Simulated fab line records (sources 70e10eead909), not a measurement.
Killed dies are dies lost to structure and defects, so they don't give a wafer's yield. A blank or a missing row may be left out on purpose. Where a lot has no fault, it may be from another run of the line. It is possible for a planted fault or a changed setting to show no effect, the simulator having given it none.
Which tool did it? | flow nand-harc | 12 lots with 36 wafers sampled at 5 steps, on a route of 1159 steps

== WHAT THE GAUGES READ, wafer by wafer ==
NHARC_A_M1_CD_MEAS_09: target cd 120 nm.
lot  | measured     | on        | cd-nm (nm)
L077 | day 17 20:48 | cd-sem-03 | 120.1 120.1 119.3
L076 | day 18 00:58 | cd-sem-01 | 120.2 120.2 119.0
L079 | day 19 09:33 | cd-sem-02 | 119.0 119.7 119.7
L080 | day 19 21:13 | cd-sem-02 | 120.5 120.5 119.8
L083 | day 20 00:52 | cd-sem-03 | 119.1 120.2 120.1
L085 | day 20 12:19 | cd-sem-01 | 119.2 118.0 120.2
L087 | day 20 15:51 | cd-sem-01 | 120.0 120.9 120.5
L089 | day 21 22:41 | cd-sem-02 | 120.6 120.4 120.7
L090 | day 21 23:40 | cd-sem-01 | 120.4 120.7 120.4
L093 | day 22 11:20 | cd-sem-01 | 119.2 118.7 119.5
L097 | day 23 16:24 | cd-sem-03 | 119.8 121.3 119.8
L096 | day 23 20:20 | cd-sem-03 | 119.4 119.9 119.8

== WHAT TOOL EACH LOT RAN ON (gives the tool, then ch and the chambers of the sampled wafers, and finally the start) ==
lot  | NHARC_A_BLC_PVD_32                      | NHARC_A_BLC_CVD_24                       | NHARC_A_M0_PVD_20                       | NHARC_A_M0_ANNEAL_30
L077 | pvd-sputter-03, day 17 18:47 or earlier | cvd-w-01 ch 0,1, day 17 18:47 or earlier | pvd-sputter-03, day 17 18:47 or earlier | rtp-anneal-01 ch 0, day 17 18:47
L076 | pvd-sputter-01, day 17 22:47 or earlier | cvd-w-01 ch 0,1, day 17 22:47 or earlier | pvd-sputter-03, day 17 22:47 or earlier | rtp-anneal-02 ch 0, day 17 22:47
L079 | pvd-sputter-02, day 19 07:28 or earlier | cvd-w-01 ch 0,1, day 19 07:28 or earlier | pvd-sputter-02, day 19 07:28 or earlier | rtp-anneal-02 ch 0, day 19 07:28
L080 | pvd-sputter-03, day 19 19:07 or earlier | cvd-w-01 ch 0,1, day 19 19:07 or earlier | pvd-sputter-01, day 19 19:07 or earlier | rtp-anneal-01 ch 0, day 19 19:07
L083 | pvd-sputter-02, day 19 22:39 or earlier | cvd-w-01 ch 0,1, day 19 22:39 or earlier | pvd-sputter-01, day 19 22:39 or earlier | rtp-anneal-01 ch 0, day 19 22:39
L085 | pvd-sputter-01, day 20 09:50 or earlier | cvd-w-01 ch 0,1, day 20 09:50 or earlier | pvd-sputter-02, day 20 09:50 or earlier | rtp-anneal-01 ch 0, day 20 09:50
L087 | pvd-sputter-01, day 20 13:51 or earlier | cvd-w-02 ch 0,1, day 20 13:51 or earlier | pvd-sputter-01, day 20 13:51 or earlier | rtp-anneal-01 ch 0, day 20 13:51
L089 | pvd-sputter-03, day 21 19:32 or earlier | cvd-w-02 ch 0,1, day 21 19:32 or earlier | pvd-sputter-01, day 21 19:32 or earlier | rtp-anneal-01 ch 0, day 21 19:32
L090 | pvd-sputter-01, day 21 21:34 or earlier | cvd-w-02 ch 0,1, day 21 21:34 or earlier | pvd-sputter-01, day 21 21:34 or earlier | rtp-anneal-01 ch 0, day 21 21:34
L093 | pvd-sputter-02, day 22 09:08 or earlier | cvd-w-02 ch 0,1, day 22 09:08 or earlier | pvd-sputter-01, day 22 09:08 or earlier | rtp-anneal-01 ch 0, day 22 09:08
L097 | pvd-sputter-02, day 23 14:20 or earlier | cvd-w-01 ch 0,1, day 23 14:20 or earlier | pvd-sputter-02, day 23 14:20 or earlier | rtp-anneal-02 ch 0, day 23 14:20
L096 | pvd-sputter-02, day 23 18:08 or earlier | cvd-w-02 ch 0,1, day 23 18:08 or earlier | pvd-sputter-02, day 23 18:08 or earlier | rtp-anneal-02 ch 0, day 23 18:08
- NHARC_A_BLC_PVD_32: deposits Ti, target thk 5 nm, time 17.7 s.
- NHARC_A_BLC_CVD_24: deposits W, target thk 150 nm, time 434 s.
- NHARC_A_M0_PVD_20: deposits TaN, target thk 5 nm, time 8.06 s.
- NHARC_A_M0_ANNEAL_30: time 90 s.

== THE ANSWER, worked out from the rows above alone ==
Rule: usual is defined by the lots themselves. Put in order of their means at a reading, lots are off if they are a third of the lots or fewer, leave a main group of 4 or more, and stand apart from it by a gap of 3 or more times the standard deviation of the main group's means; of several such gaps the widest counts. Not used: any main group whose means are identical at the precision the tables above print for the reading. Also off: a lot with no number at a reading for which 4 or more lots have one. The other lots that the step has rows for count as sound.
No lot is off on any of the readings shown, so nothing can be concluded from this.

== WHAT THE SIMULATOR HAD INSERTED ==
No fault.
